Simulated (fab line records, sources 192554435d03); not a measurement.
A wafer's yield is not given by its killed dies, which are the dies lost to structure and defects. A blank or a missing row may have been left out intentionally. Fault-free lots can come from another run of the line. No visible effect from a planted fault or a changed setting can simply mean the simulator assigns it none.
fab line records    flow n5_finfet
[record] lots = 11  wafers = 31  last_day = 19
route steps=1938 shown BEOL_M8@1395 BEOL_M9@1401
lots with no fault: from the same line, run without faults
start_h: hours from the record's opening day to when the first of the lot's shown wafers began    wait_h: hours since the lot's step before    " the same as in the row above    L1.1+2: one row covering several wafers at once    - no value present, or no start provided    * or withheld: withheld    < > ~ a bound
route shown NAME@n: names a module that has steps shown in the file, with the first one's number in the route    usual: the fault-free wafers' mean and standard deviation    same: alike in all rows    chamber/n: place in a boat    sites: each site's reading    _std_site: the values' standard deviation    _edge_site: the outer-site mean with the inner-site mean subtracted    radius_mm: for every site, how far away it sits from the centre of the wafer    mask NAME#n: copy n    behind: tool/chamber where the wafer was last shaped    hold: why the lot was held/for how many hours/how that ended    device: whichever transistor did not switch (one of n, p or np)    end of line: the route-end tests of the same wafers    step lacking rows: just its recipe    killed: the dies lost at the first sort to structure and to defects; this is not the yield of the wafer    map: a wafer's dies, marking killed ones x, the rest . and places with no die _
set.NAME: the setting that was run; set.NAME@STEP: the one run at that earlier step    model.NAME: the simulator's own value behind a step, which no gauge read
route steps across a sampled set of lots; one table per step, one row per wafer
services: a tool's chamber out of use, with start hour (start_h, from the record's first day; less than 0 if before it), hours out, and reason
[[steps]]
[step N5_BEOL_M8_CMP_52]
[recipe] stop_on = SiCOH_lowk  t_overpolish_s = 6.9  down_force_psi = 1  platen_rpm = 50  clearing_platen_down_force_psi = 1.5  clearing_platen_rpm = 50  post_cmp_clean = cu_alkaline  target_thk_nm = 80  clearing_platen_pad_velocity_m_s = 0.99484  pad_velocity_m_s = 0.99484
[usual] barrier_field_endpoint_s = 28.7/0.74  clearing_platen_down_force_psi = 1.5001/0.0028  edge_zone_pressure_frac = 1.000/0.0046  motor_current_A = 6.0/0.55  overpolish_run_s = 6.899/0.009  retaining_ring_pressure_frac = 1.001/0.005  time_to_endpoint_s = 60.9/2.9
lot.wafer  tool    chamber  start_h  wait_h  barrier_field_endpoint_s  clearing_platen_down_force_psi  edge_zone_pressure_frac  motor_current_A  overpolish_run_s  retaining_ring_pressure_frac  time_to_endpoint_s
L324.3     cmp-01  3        210.32   0.2     28.6                      1.4958                          1.008                    5.3              6.909             1.011                         61.0
L324.2     "       1        "        "       29.2                      1.5014                          0.998                    6.8              6.892             1.000                         63.5
L324.5     "       3        "        "       28.6                      1.4996                          0.999                    5.4              6.911             1.002                         63.0
L325.4     cmp-02  2        229.26   0.2     29.7                      1.5007                          0.995                    5.9              6.898             1.004                         61.6
L325.5     "       1        "        "       29.5                      1.5001                          1.004                    6.0              6.890             1.001                         67.6
L325.6     "       2        "        "       29.2                      1.4966                          0.992                    5.7              6.890             1.004                         61.9
L326.1     cmp-02  2        240.48   0.3     28.0                      1.4973                          1.002                    5.7              6.898             1.004                         62.8
L326.4     "       3        "        "       29.1                      1.4988                          1.001                    5.1              6.909             1.004                         63.6
L326.3     "       1        "        "       29.5                      1.5033                          1.002                    6.1              6.891             1.006                         66.4
L327.2     cmp-04  2        249.75   0.2     28.6                      1.5053                          1.003                    5.8              6.896             1.001                         64.3
L327.6     "       2        "        "       29.1                      1.4990                          1.002                    5.9              6.894             1.004                         60.4
L327.5     "       3        "        "       28.9                      1.4975                          1.003                    5.9              6.897             1.004                         60.3
L331.2     cmp-01  1        265.02   0.2     28.8                      1.5051                          0.993                    6.9              6.908             1.006                         62.6
L331.3     "       0        "        "       27.8                      1.5027                          1.005                    6.2              6.898             1.002                         56.3
L331.6     "       2        "        "       28.8                      1.5029                          1.002                    6.7              6.893             0.994                         57.7
L332.3     cmp-02  1        284.74   0.2     29.4                      1.4980                          1.007                    6.1              6.898             1.000                         64.3
L332.4     "       3        "        "       30.4                      1.5004                          0.997                    5.2              6.897             0.999                         69.8
L333.3     cmp-01  1        292.06   0.2     28.6                      1.4979                          0.997                    6.5              6.909             1.005                         63.7
L333.1     "       3        "        "       27.9                      1.5034                          1.005                    5.2              6.885             0.991                         61.4
L337.4     cmp-01  3        299.87   0.1     28.8                      1.5002                          1.005                    5.1              6.893             1.006                         61.7
L337.3     "       2        "        "       28.0                      1.5026                          1.006                    6.2              6.912             0.992                         57.6
L337.5     "       3        "        "       28.4                      1.5048                          1.004                    5.3              6.901             1.002                         61.2
L341.3     cmp-01  0        320.97   0.2     28.8                      1.5030                          1.001                    6.6              6.902             0.999                         60.4
L341.1     "       2        "        "       28.5                      1.5044                          0.998                    6.2              6.902             1.003                         57.4
L341.6     "       1        "        "       29.8                      1.5019                          1.004                    6.5              6.913             1.005                         62.4
L343.2     cmp-04  3        344.11   0.2     27.7                      1.4972                          0.997                    6.0              6.900             1.001                         58.2
L343.3     "       2        "        "       28.4                      1.4958                          0.995                    5.6              6.900             1.002                         62.1
L343.6     "       3        "        "       28.2                      1.4947                          0.999                    5.6              6.887             0.999                         58.1
L344.4     cmp-01  2        373.78   0.1     28.3                      1.4997                          1.008                    6.4              6.887             0.999                         58.2
L344.6     "       2        "        "       28.2                      1.4994                          0.997                    5.9              6.901             0.999                         56.4
L344.5     "       3        "        "       28.3                      1.5057                          1.001                    4.9              6.891             0.997                         57.9
[step N5_BEOL_M8_THK_MEAS_53]
[recipe] thk_meas_gauge = xrf  reads = Cu_of_BEOL_M8_ECD_50
[usual] M8_THK = 80.4/1.7
lot.wafer  tool           chamber  start_h  wait_h  M8_THK[nm]
L324.2     film_metro-01  -        210.61   -       83.9
L324.3     "              -        "        "       80.3
L324.5     "              -        "        "       81.8
L325.4     film_metro-02  -        229.52   -       80.2
L325.5     "              -        "        "       83.1
L325.6     "              -        "        "       81.0
L326.1     film_metro-01  -        240.78   -       81.0
L326.3     "              -        "        "       82.4
L326.4     "              -        "        "       82.7
L327.2     film_metro-02  -        250.05   -       80.1
L327.5     "              -        "        "       80.3
L327.6     "              -        "        "       81.7
L331.2     film_metro-01  -        265.31   -       81.4
L331.3     "              -        "        "       79.3
L331.6     "              -        "        "       81.1
L332.3     film_metro-01  -        284.99   -       83.4
L332.4     "              -        "        "       81.5
L333.1     film_metro-01  -        292.35   -       77.7
L333.3     "              -        "        "       79.0
L337.3     film_metro-01  -        300.17   -       80.2
L337.4     "              -        "        "       81.9
L337.5     "              -        "        "       80.9
L341.1     film_metro-01  -        321.26   -       77.8
L341.3     "              -        "        "       77.6
L341.6     "              -        "        "       77.9
L343.2     film_metro-01  -        344.40   -       80.3
L343.3     "              -        "        "       79.8
L343.6     "              -        "        "       79.7
L344.4     film_metro-02  -        374.08   -       77.9
L344.5     "              -        "        "       78.1
L344.6     "              -        "        "       76.9
[step N5_BEOL_M9_ILD_DEP_00]
[recipe] material = SiCOH_lowk  target_thk_a = 3085.1  temp_c = 300  precursor = DEMS/porogen  pressure_torr = 5  rf_w = 500  time_s = 58
[usual] heater_power_w = 285/61  showerhead_plenum_p_Torr = 5.733/0.011  throttle_valve_pct = 14.0/0.71
lot.wafer  tool      chamber  start_h  wait_h  heater_power_w  showerhead_plenum_p_Torr  since_wet_clean_h  throttle_valve_pct
L324.2     pecvd-03  1        210.81   0.0     319             5.740                     1821               14.3
L324.3     "         2        "        "       405             5.737                     342                13.5
L324.5     "         0        "        "       252             5.726                     -                  15.5
L325.4     pecvd-03  2        229.74   0.1     404             5.730                     -                  13.5
L325.5     "         0        "        "       282             5.730                     -                  15.2
L325.6     "         1        "        "       286             5.734                     -                  14.3
L326.1     pecvd-01  1        240.97   0.0     256             5.732                     1670               14.2
L326.3     "         0        "        "       238             5.719                     945                13.0
L326.4     "         1        "        "       256             5.737                     -                  14.0
L327.2     pecvd-01  2        250.24   0.0     239             5.746                     200                14.0
L327.5     "         2        "        "       254             5.741                     -                  14.1
L327.6     "         0        "        "       304             5.735                     -                  12.9
L331.2     pecvd-02  0        265.51   0.0     257             5.737                     788                13.4
L331.3     "         2        "        "       175             5.721                     34                 13.3
L331.6     "         2        "        "       184             5.702                     -                  13.1
L332.3     pecvd-01  1        285.19   0.0     263             5.739                     1714               14.3
L332.4     "         1        "        "       268             5.742                     -                  14.0
L333.1     pecvd-01  1        292.54   0.0     263             5.731                     1721               13.8
L333.3     "         0        "        "       287             5.723                     996                12.8
L337.3     pecvd-02  1        300.36   0.0     268             5.733                     1548               14.3
L337.4     "         0        "        "       298             5.736                     -                  13.4
L337.5     "         2        "        "       170             5.704                     -                  13.5
L341.1     pecvd-03  0        321.46   0.0     253             5.752                     1207               15.6
L341.3     "         1        "        "       321             5.742                     1932               14.3
L341.6     "         0        "        "       262             5.745                     -                  15.5
L343.2     pecvd-02  2        344.60   0.0     191             5.711                     113                13.7
L343.3     "         0        "        "       263             5.740                     867                13.5
L343.6     "         1        "        "       313             5.725                     -                  14.4
L344.4     pecvd-03  2        374.30   0.1     408             5.726                     -                  13.7
L344.5     "         0        "        "       257             5.725                     -                  15.4
L344.6     "         1        "        "       319             5.726                     -                  14.4
[step N5_BEOL_M9_THK_MEAS_01]
[recipe] reads = SiCOH_lowk_of_BEOL_M9_ILD_DEP_00
[usual] M9_ILD_THK = 268/3.4
lot.wafer  tool           chamber  start_h  wait_h  M9_ILD_THK[nm]
L324.2     film_metro-01  -        211.40   0.4     262
L324.3     "              -        "        "       267
L324.5     "              -        "        "       270
L325.4     film_metro-01  -        230.30   0.2     269
L325.5     "              -        "        "       270
L325.6     "              -        "        "       269
L326.1     film_metro-02  -        241.56   0.4     269
L326.3     "              -        "        "       269
L326.4     "              -        "        "       274
L327.2     film_metro-01  -        250.83   0.4     266
L327.5     "              -        "        "       268
L327.6     "              -        "        "       272
L331.2     film_metro-02  -        266.10   0.4     267
L331.3     "              -        "        "       267
L331.6     "              -        "        "       268
L332.3     film_metro-01  -        285.78   0.3     299
L332.4     "              -        "        "       304
L333.1     film_metro-01  -        293.13   0.4     299
L333.3     "              -        "        "       263
L337.3     film_metro-01  -        301.23   0.6     267
L337.4     "              -        "        "       270
L337.5     "              -        "        "       273
L341.1     film_metro-02  -        322.53   0.8     263
L341.3     "              -        "        "       259
L341.6     "              -        "        "       266
L343.2     film_metro-01  -        345.19   0.4     262
L343.3     "              -        "        "       262
L343.6     "              -        "        "       269
L344.4     film_metro-02  -        374.86   0.2     266
L344.5     "              -        "        "       267
L344.6     "              -        "        "       266
[step N5_BEOL_M9_PECVD_70]
[recipe] material = SiO2  target_thk_a = 200  temp_c = 400  precursor = TEOS/O2  pressure_torr = 5.5  rf_w = 450  teos_flow_sccm = 53.8  gas = O2  flow_sccm = 3000  time_s = 22.7
[usual] heater_power_w = 673/100  showerhead_plenum_p_Torr = 8.76/0.037  throttle_valve_pct = 22.7/1.1
lot.wafer  tool      chamber  start_h  wait_h  heater_power_w  showerhead_plenum_p_Torr  since_wet_clean_h  throttle_valve_pct
L324.2     pecvd-02  0        211.44   0.0     659             8.79                      734                21.7
L324.3     "         0        "        "       664             8.82                      -                  21.4
L324.5     "         1        "        "       738             8.78                      -                  23.4
L325.4     pecvd-03  2        230.35   0.1     879             8.77                      -                  21.6
L325.5     "         0        "        "       637             8.75                      -                  25.0
L325.6     "         1        "        "       777             8.78                      -                  23.3
L326.1     pecvd-03  2        241.60   0.0     860             8.78                      373                21.5
L326.3     "         2        "        "       868             8.78                      -                  21.8
L326.4     "         1        "        "       672             8.79                      -                  23.3
L327.2     pecvd-01  1        250.87   0.0     616             8.77                      1680               22.9
L327.5     "         2        "        "       557             8.77                      -                  22.3
L327.6     "         1        "        "       627             8.79                      -                  22.7
L331.2     pecvd-01  0        266.14   0.0     687             8.72                      970                21.2
L331.3     "         1        "        "       602             8.79                      1695               22.8
L331.6     "         0        "        "       691             8.73                      -                  21.0
L332.3     pecvd-01  2        285.81   0.0     572             8.76                      236                22.3
L332.4     "         1        "        "       655             8.79                      -                  22.7
L333.1     pecvd-03  1        293.17   0.0     681             8.82                      1903               23.5
L333.3     "         0        "        "       659             8.75                      -                  25.3
L337.3     pecvd-02  0        301.27   0.0     556             8.81                      824                21.9
L337.4     "         2        "        "       568             8.63                      -                  21.7
L337.5     "         1        "        "       680             8.75                      -                  23.5
L341.1     pecvd-01  0        322.56   0.0     618             8.70                      1026               21.0
L341.3     "         1        "        "       653             8.78                      1751               22.8
L341.6     "         0        "        "       617             8.73                      -                  21.1
L343.2     pecvd-03  1        345.22   0.0     739             8.78                      1955               23.5
L343.3     "         0        "        "       654             8.75                      1230               24.6
L343.6     "         0        "        "       669             8.75                      -                  24.8
L344.4     pecvd-01  0        374.91   0.1     697             8.74                      -                  21.4
L344.5     "         1        "        "       576             8.79                      -                  22.8
L344.6     "         2        "        "       603             8.77                      -                  22.5
[[services]]
tool      chamber  start_h  hours  kind
cmp-02    -        188.37   -      consumable_replace:conditioner
cmp-01    -        191.57   0.8    repair
cmp-04    -        194.34   2.0    repair
cmp-04    -        199.97   3.2    repair
pecvd-02  2        202.38   -      clean
pecvd-02  2        202.38   -      consumable_replace:showerhead
pecvd-02  2        202.38   29.0   scheduled_down
pecvd-02  2        202.38   29.0   vent_cycle
pecvd-03  1        210.96   3.6    repair
cmp-01    -        217.95   2.7    repair
pecvd-03  -        258.24   0.9    repair
pecvd-03  2        284.98   11.5   repair
cmp-04    -        292.86   3.3    pm
cmp-04    -        300.09   4.0    pm
pecvd-02  -        307.65   14.6   pm
pecvd-01  -        308.01   1.3    repair
cmp-01    -        308.32   0.7    repair
cmp-02    -        324.23   1.2    repair
pecvd-01  -        330.68   2.8    pm
pecvd-02  0        330.91   2.1    scheduled_down
cmp-02    -        336.64   1.7    repair
cmp-02    -        342.84   0.9    repair
cmp-02    -        358.03   2.9    pm
cmp-01    -        363.20   7.0    pm
[[key]]
[first_sign] step = N5_BEOL_M9_THK_MEAS_01  reading = M9_ILD_THK  direction = up  sigmas = 9.6  usual = 268  struck = 300
effect none on later readings
met_at N5_BEOL_M9_ILD_DEP_00
struck_lots L332,L333
struck_wafers L332.3,L332.4,L333.1
not_acting_at N5_BEOL_M8_CMP_52,N5_BEOL_M8_THK_MEAS_53,N5_BEOL_M9_PECVD_70
onset_between 240.97 285.19
[fault] kind = process_parameter_drift  tool = pecvd-01  chamber = 1  onset_h = 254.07  steps = N5_BEOL_M9_ILD_DEP_00  channel = target_thk_a  offset = *  shape = step  acts_in = *  stated = *
